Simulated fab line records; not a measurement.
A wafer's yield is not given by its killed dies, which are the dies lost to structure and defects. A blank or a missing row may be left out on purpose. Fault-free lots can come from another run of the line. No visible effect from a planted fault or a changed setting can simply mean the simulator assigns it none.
Split-lot study | flow n5-finfet | route with 1938 steps; 7 lots, 21 wafers read

== ON THE SPLIT ==
At N5_MIM_TOP_SPUTTER_03 (material TiN, target thk 35 nm, time 89.7 s), the setting power-w was moved away from the recipe's 3000 W on 4 of the 21 wafers read, by -11.8% to +10.4%. The other wafers ran this setting at the recipe's value.

The reading is taken at the split's own step.

== THE READING ==
TiN_of_MIM_TOP_SPUTTER_03.thk-nm (the simulator's own value, which no gauge read), in nm, at N5_MIM_TOP_SPUTTER_03 (material TiN, target thk 35 nm, time 89.7 s). The file gives no usual value for it. Average 35.1 nm, standard deviation 0.48 nm, over the 17 wafers here run with the recipe.

wafer  | tool, chamber at the split | power-w as run, W | against the recipe | TiN_of_MIM_TOP_SPUTTER_03.thk-nm, nm | against lot-mates on the recipe
L074.4 | pvd-sputter-03, -          | 3000              | recipe             | 34.4                                 | -
L074.5 | pvd-sputter-03, -          | 3000              | recipe             | 35                                   | -
L074.6 | pvd-sputter-03, -          | 3000              | recipe             | 35                                   | -
L077.4 | pvd-sputter-01, -          | 3000              | recipe             | 34.8                                 | -
L077.5 | pvd-sputter-01, -          | 3000              | recipe             | 35.6                                 | -
L077.6 | pvd-sputter-01, -          | 3000              | recipe             | 35.6                                 | -
L083.2 | pvd-sputter-02, -          | 3000              | recipe             | 35                                   | -
L083.6 | pvd-sputter-02, -          | 3000              | recipe             | 35                                   | -
L083.3 | pvd-sputter-02, -          | 3000              | recipe             | 35.6                                 | -
L087.2 | pvd-sputter-03, -          | 3000              | recipe             | 35                                   | -
L087.3 | pvd-sputter-03, -          | 3000              | recipe             | 34.4                                 | -
L087.4 | pvd-sputter-03, -          | 3000              | recipe             | 34.8                                 | -
L095.1 | pvd-sputter-01, -          | 3313              | +10.4%             | 38                                   | +3.6
L095.3 | pvd-sputter-01, -          | 3000              | recipe             | 34.4                                 | -
L095.5 | pvd-sputter-01, -          | 3313              | +10.4%             | 38.4                                 | +4.0
L096.3 | pvd-sputter-02, -          | 3000              | recipe             | 35.8                                 | -
L096.4 | pvd-sputter-02, -          | 2646              | -11.8%             | 31.4                                 | -4.4
L096.5 | pvd-sputter-02, -          | 2646              | -11.8%             | 31.8                                 | -4.0
L097.2 | pvd-sputter-02, -          | 3000              | recipe             | 35.4                                 | -
L097.3 | pvd-sputter-02, -          | 3000              | recipe             | 35                                   | -
L097.6 | pvd-sputter-02, -          | 3000              | recipe             | 36                                   | -

THE FIT
A straight line over all 21 wafers: TiN_of_MIM_TOP_SPUTTER_03.thk-nm changes by +0.297 nm for each +1% of power-w; r = +0.96; the points scatter about the line by 0.46 nm.
The same after taking each lot's own level away (the mean of its wafers on the recipe; 21 wafers): +0.36 nm for each +1%; r = +0.99; scatter 0.3 nm.
According to that fit, moving power-w by its largest amount changes the reading by 4.2 nm.
Measured against the standard deviation above, the lots' own levels, which go from 34.40 to 35.80 nm, span 2.9 times it.
Thus the slope moves with the lot-to-lot level: the two fits are different.
Check: for one of the wafers moved furthest among these (-11.8%), held out of the fit, the line's prediction against its lot-mates is -4.16 nm. Against them it came out at -4.4 nm.

== ADDITIONAL SPLITS CARRIED BY THESE WAFERS ==
Before the reading, these wafers also passed through other splits. Each is held against what the fit with the lots' levels taken away leaves over:
other split on the same wafers    | wafers away from the commonest value | r with TiN_of_MIM_TOP_SPUTTER_03.thk-nm (lot level and that fit taken away)
N5_BEOL_M11_TRENCH_ETCH_37 time-s | 7                                    | -0.09
N5_BEOL_M11_CURE_72 time-s        | 9                                    | -0.15
N5_BEOL_M13_COAT_04 spin-rpm      | 8                                    | +0.12
N5_BEOL_M13_ETCH_59 time-s        | 8                                    | +0.24
N5_BEOL_M13_SPUTTER_43 time-s     | 4                                    | +0.03
N5_BEOL_M15_ETCH_59 time-s        | 8                                    | -0.21
N5_BEOL_M15_COAT_56 spin-rpm      | 7                                    | -0.19
N5_MIM_BOT_SPUTTER_00 time-s      | 7                                    | +0.21

== THE FILE'S OWN FIT ==
TiN_of_MIM_TOP_SPUTTER_03.thk-nm changes by +0.36 nm for each +1% of power-w, r = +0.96.
